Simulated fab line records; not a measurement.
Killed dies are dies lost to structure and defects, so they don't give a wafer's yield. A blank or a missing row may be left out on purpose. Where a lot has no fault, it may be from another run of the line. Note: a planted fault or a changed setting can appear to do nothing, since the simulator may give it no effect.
Split-lot study || flow n5 finfet || 21 wafers read from 7 lots, route of 1938 steps

THE SPLIT ITSELF
At N5_BEOL_M7_DEP_56 (deposits SiCN from 3MS/NH3, target thk 10 nm, time 17.5 s), the setting time s was moved away from the recipe's 17.5 s on 10 of the 21 wafers read, by -13.7% to +6.1%. All remaining wafers had this setting at the recipe value.

The split's own step is where the reading is taken.

THE READING
SiCN_of_BEOL_M7_DEP_56.thk nm (the simulator's own value, which no gauge read), in nm, at N5_BEOL_M7_DEP_56 (deposits SiCN from 3MS/NH3, target thk 10 nm, time 17.5 s). There is no usual value for it anywhere in the file. Here, 11 wafers ran the recipe; their average is 10.1 nm with a standard deviation of 0.18 nm.

{"wafer": "L077.2", "tool, chamber at the split": "pecvd-03, 0", "time s as run, s": 15.72, "against the recipe": "-10.2%", "SiCN_of_BEOL_M7_DEP_56.thk nm, nm": 8.8, "against lot-mates on the recipe": -1.0}
{"wafer": "L077.3", "tool, chamber at the split": "pecvd-03, 1", "time s as run, s": 17.5, "against the recipe": "recipe", "SiCN_of_BEOL_M7_DEP_56.thk nm, nm": 9.8, "against lot-mates on the recipe": "-"}
{"wafer": "L077.5", "tool, chamber at the split": "pecvd-03, 0", "time s as run, s": 15.72, "against the recipe": "-10.2%", "SiCN_of_BEOL_M7_DEP_56.thk nm, nm": 9, "against lot-mates on the recipe": -0.8}
{"wafer": "L080.2", "tool, chamber at the split": "pecvd-03, 0", "time s as run, s": 17.5, "against the recipe": "recipe", "SiCN_of_BEOL_M7_DEP_56.thk nm, nm": 10.2, "against lot-mates on the recipe": "-"}
{"wafer": "L080.4", "tool, chamber at the split": "pecvd-03, 2", "time s as run, s": 15.1, "against the recipe": "-13.7%", "SiCN_of_BEOL_M7_DEP_56.thk nm, nm": 9, "against lot-mates on the recipe": -1.3}
{"wafer": "L080.6", "tool, chamber at the split": "pecvd-03, 1", "time s as run, s": 17.5, "against the recipe": "recipe", "SiCN_of_BEOL_M7_DEP_56.thk nm, nm": 10.4, "against lot-mates on the recipe": "-"}
{"wafer": "L083.3", "tool, chamber at the split": "pecvd-01, 1", "time s as run, s": 16.3, "against the recipe": "-6.9%", "SiCN_of_BEOL_M7_DEP_56.thk nm, nm": 9.2, "against lot-mates on the recipe": -1.0}
{"wafer": "L083.5", "tool, chamber at the split": "pecvd-01, 2", "time s as run, s": 16.3, "against the recipe": "-6.9%", "SiCN_of_BEOL_M7_DEP_56.thk nm, nm": 9.4, "against lot-mates on the recipe": -0.8}
{"wafer": "L083.6", "tool, chamber at the split": "pecvd-01, 1", "time s as run, s": 17.5, "against the recipe": "recipe", "SiCN_of_BEOL_M7_DEP_56.thk nm, nm": 10.2, "against lot-mates on the recipe": "-"}
{"wafer": "L090.1", "tool, chamber at the split": "pecvd-03, 0", "time s as run, s": 18.57, "against the recipe": "+6.1%", "SiCN_of_BEOL_M7_DEP_56.thk nm, nm": 10.6, "against lot-mates on the recipe": "+0.4"}
{"wafer": "L090.3", "tool, chamber at the split": "pecvd-03, 2", "time s as run, s": 18.57, "against the recipe": "+6.1%", "SiCN_of_BEOL_M7_DEP_56.thk nm, nm": 10.8, "against lot-mates on the recipe": "+0.6"}
{"wafer": "L090.6", "tool, chamber at the split": "pecvd-03, 2", "time s as run, s": 17.5, "against the recipe": "recipe", "SiCN_of_BEOL_M7_DEP_56.thk nm, nm": 10.2, "against lot-mates on the recipe": "-"}
{"wafer": "L095.1", "tool, chamber at the split": "pecvd-01, 0,1", "time s as run, s": 17.5, "against the recipe": "recipe", "SiCN_of_BEOL_M7_DEP_56.thk nm, nm": 10, "against lot-mates on the recipe": "-"}
{"wafer": "L095.2", "tool, chamber at the split": "pecvd-01, 0,1", "time s as run, s": 17.5, "against the recipe": "recipe", "SiCN_of_BEOL_M7_DEP_56.thk nm, nm": 10, "against lot-mates on the recipe": "-"}
{"wafer": "L095.5", "tool, chamber at the split": "pecvd-01, 2", "time s as run, s": 17.5, "against the recipe": "recipe", "SiCN_of_BEOL_M7_DEP_56.thk nm, nm": 10.2, "against lot-mates on the recipe": "-"}
{"wafer": "L096.2", "tool, chamber at the split": "pecvd-01, 2", "time s as run, s": 17.5, "against the recipe": "recipe", "SiCN_of_BEOL_M7_DEP_56.thk nm, nm": 10.2, "against lot-mates on the recipe": "-"}
{"wafer": "L096.3", "tool, chamber at the split": "pecvd-01, 1", "time s as run, s": 18.3, "against the recipe": "+4.6%", "SiCN_of_BEOL_M7_DEP_56.thk nm, nm": 10.4, "against lot-mates on the recipe": "+0.3"}
{"wafer": "L096.6", "tool, chamber at the split": "pecvd-01, 1", "time s as run, s": 17.5, "against the recipe": "recipe", "SiCN_of_BEOL_M7_DEP_56.thk nm, nm": 10, "against lot-mates on the recipe": "-"}
{"wafer": "L097.1", "tool, chamber at the split": "pecvd-03, 2,1", "time s as run, s": 16.04, "against the recipe": "-8.3%", "SiCN_of_BEOL_M7_DEP_56.thk nm, nm": 9.2, "against lot-mates on the recipe": -0.6}
{"wafer": "L097.2", "tool, chamber at the split": "pecvd-03, 2,1", "time s as run, s": 16.04, "against the recipe": "-8.3%", "SiCN_of_BEOL_M7_DEP_56.thk nm, nm": 9.2, "against lot-mates on the recipe": -0.6}
{"wafer": "L097.3", "tool, chamber at the split": "pecvd-03, 0", "time s as run, s": 17.5, "against the recipe": "recipe", "SiCN_of_BEOL_M7_DEP_56.thk nm, nm": 9.8, "against lot-mates on the recipe": "-"}
When a row names more than one chamber, that row covers several wafers, and the file does not tell which wafer ran in which chamber.

THE FIT
A straight line over all 21 wafers: SiCN_of_BEOL_M7_DEP_56.thk nm changes by +0.1 nm for each +1% of time s; r = +0.96; the points scatter about the line by 0.18 nm.
The same after taking each lot's own level away (the mean of its wafers on the recipe; 21 wafers): +0.0895 nm for each +1%; r = +0.97; scatter 0.13 nm.
That fit puts the effect of the largest move of time s on the reading at 1.2 nm.
The lots' own levels span 9.80 to 10.30 nm, that is 2.8 times the standard deviation above.
So the slope is not independent of the lot-to-lot level: the two fits are not the same.
Check: -1.24 nm against its lot-mates is what the line predicts for one of the wafers moved furthest among these (-13.7%) when that wafer is left out of the fit. It came out at -1.3 nm against them.

OTHER SPLITS APPLIED TO THESE WAFERS
Other splits were also applied to these wafers ahead of the reading. Each is held against what the fit with the lots' levels taken away leaves over:
{"other split on the same wafers": "N5_BEOL_M1_EXPOSE_25 dose mj", "wafers away from the commonest value": 6, "r with SiCN_of_BEOL_M7_DEP_56.thk nm (lot level and that fit taken away)": -0.09}
{"other split on the same wafers": "N5_BEOL_M3_TRENCH_ETCH_37 time s", "wafers away from the commonest value": 4, "r with SiCN_of_BEOL_M7_DEP_56.thk nm (lot level and that fit taken away)": "+0.32"}
{"other split on the same wafers": "N5_BEOL_M3_ETCH_41 target depth a", "wafers away from the commonest value": 8, "r with SiCN_of_BEOL_M7_DEP_56.thk nm (lot level and that fit taken away)": "+0.00"}
{"other split on the same wafers": "N5_BEOL_M3_SPUTTER_86 time s", "wafers away from the commonest value": 6, "r with SiCN_of_BEOL_M7_DEP_56.thk nm (lot level and that fit taken away)": "+0.20"}
{"other split on the same wafers": "N5_BEOL_M4_ETCH_70 time s", "wafers away from the commonest value": 5, "r with SiCN_of_BEOL_M7_DEP_56.thk nm (lot level and that fit taken away)": -0.27}
{"other split on the same wafers": "N5_BEOL_M5_COAT_74 spin rpm", "wafers away from the commonest value": 5, "r with SiCN_of_BEOL_M7_DEP_56.thk nm (lot level and that fit taken away)": "+0.38"}
{"other split on the same wafers": "N5_BEOL_M5_COAT_22 spin rpm", "wafers away from the commonest value": 6, "r with SiCN_of_BEOL_M7_DEP_56.thk nm (lot level and that fit taken away)": -0.51}
{"other split on the same wafers": "N5_BEOL_M6_ETCH_62 bias w", "wafers away from the commonest value": 9, "r with SiCN_of_BEOL_M7_DEP_56.thk nm (lot level and that fit taken away)": "+0.02"}
{"other split on the same wafers": "N5_BEOL_M6_EXPOSE_25 dose mj", "wafers away from the commonest value": 8, "r with SiCN_of_BEOL_M7_DEP_56.thk nm (lot level and that fit taken away)": -0.05}

THE FILE'S OWN FIT
SiCN_of_BEOL_M7_DEP_56.thk nm changes by +0.0913 nm for each +1% of time s, r = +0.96.
